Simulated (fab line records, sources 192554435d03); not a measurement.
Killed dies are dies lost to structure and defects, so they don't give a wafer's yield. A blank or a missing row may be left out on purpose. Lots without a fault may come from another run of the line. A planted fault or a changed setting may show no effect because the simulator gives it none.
A struck lot beside a sound one | flow n5_finfet | 15 steps out of a route of 1938
Sound: wafers L360.3, L360.4, L360.5. Struck: wafers L370.1, L370.2. The cause comes at the end.
At each step with rows: each side's tool, then ch and its chambers, then its first start. Under that, the readings that differ: sound wafers | struck wafers | difference of the means | sigmas: that difference in standard deviations of wafers without a fault.
alike: readings whose means differ by less than 2 such deviations, and words and numbers that are the same on both sides. not compared: withheld readings, readings that some wafer has no value for, bounds like >300 that may hide the same value, and numbers for which the record gives no deviation and whose values overlap.
The two part at a step that has a row with sigmas, a row that says differs or no value, or rows on one side only. Numbers that don't overlap but have no deviation are shown without sigmas and don't part them. A reading that every wafer of one side lacks parts them only if that side has two wafers or more.

N5_BEOL_M0_TRENCH_ETCH_107: etches SiOC in C4F6/O2, target depth 32.8 nm, time 16.4 s.
  sound on rie_diel-05 ch 1,2,3, day 7 05:59; struck on rie_diel-05 ch 0,1, day 9 17:24
  alike: drypump_motor_current_A, oes_product_au, rf_vpp_V, showerhead_plenum_p_Torr, throttle_valve_pct
  not compared: rf_hours_counter_h
then, 1 step without rows for these wafers: N5_BEOL_M0_STRIP_142 (strips in N2/H2, time 10 s).
N5_BEOL_M0_OCD_MEAS_108:
  sound on ocd-02, day 7 06:06; struck on ocd-02, day 9 17:31
  alike: trench_depth_nm
then, 2 steps without rows for these wafers: N5_BEOL_M0_HM_STRIP_129 (strips TiN in peroxide tin strip, target depth 17 nm, time 108 s); N5_BEOL_M0_SRD_130 (time 30 s).
N5_BEOL_M0_ETCH_109: etches SiCN in CH3F/O2, target depth 8 nm, overetch 2.4 nm, time 27.4 s.
  sound on rie_diel-02 ch 0,2,3, day 7 06:13; struck on rie_diel-05 ch 1,2, day 9 17:37
  alike: drypump_motor_current_A, oes_product_au, rf_vpp_V, showerhead_plenum_p_Torr, throttle_valve_pct
  not compared: rf_hours_counter_h
then, 2 steps without rows for these wafers: N5_BEOL_M0_STRIP_139 (strips in post etch residue remover, time 60 s); N5_BEOL_M0_SRD_111 (time 30 s).
N5_BEOL_M0_DEGAS_112: time 60 s.
  sound on pvd_sputter-03, day 7 07:10; struck on pvd_sputter-02, day 9 18:09
  alike: heater_power_w
then, 1 step without rows for these wafers: N5_BEOL_M0_PRE_CLEAN_113 (time 30 s).
N5_BEOL_M0_ALD_136: deposits TaN, pulse time 2 s, purge time 3 s, co reactant purge time 2 s.
  sound on ald_metal-01 ch 0,2, day 7 07:21; struck on ald_metal-03 ch 1,3, day 9 18:16
  alike: heater_power_w
N5_BEOL_M0_SURFACE_TREAT_137:
  sound on pvd_sputter-02, day 7 07:38; struck on pvd_sputter-02, day 9 18:38
  not compared: throttle_valve_pct
N5_BEOL_M0_CVD_115: deposits Co from CCTBA/H2, time 120 s.
  sound on cvd_co-01 ch 1,2, day 7 07:41; struck on cvd_co-01 ch 0,1, day 9 18:42
  reading          | sound             | struck    | difference | sigmas
  run_length_s (s) | 143.0 143.6 142.8 | 99.3 99.6 | -43.7      | -95
then, 1 step without rows for these wafers: N5_BEOL_M0_SPUTTER_116 (material Cu, target thk 4 nm, time 7.37 s).
-- the record jumps here: 3 days lie between the struck wafers' starts before and after (it left off in module BEOL_M0 and takes up again in module BEOL_M4, whose first step shown is number 1111 of the route) --
N5_BEOL_M4_RC_MEAS_101:
  sound on prober-01 ch 0, day 9 08:49; struck on prober-02 ch 0, day 12 13:04
  reading        | sound          | struck    | difference | sigmas
  IOFF_P (nA/um) | 0.18 0.20 0.16 | 0.25 0.31 | +0.10      | +3
  ION_N (uA/um)  | 660 662 644    | 686 691   | +33        | +3
  ION_P (uA/um)  | 460 455 446    | 473 479   | +22        | +3
  VT_N (mV)      | 252 253 255    | 247 244   | -8         | -2
  VT_P (mV)      | -252 -251 -252 | -246 -243 | +7         | +2
  alike: DIBL_N, DIBL_P, IOFF_N, SS_N, SS_P

WHERE THEY PART
First at N5_BEOL_M0_CVD_115; last, within this record, at N5_BEOL_M4_RC_MEAS_101.

WHY: what the simulator had put in
Process parameter drift: cvd_co-01, from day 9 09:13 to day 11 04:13, at N5_BEOL_M0_CVD_115. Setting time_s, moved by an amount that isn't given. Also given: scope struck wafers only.
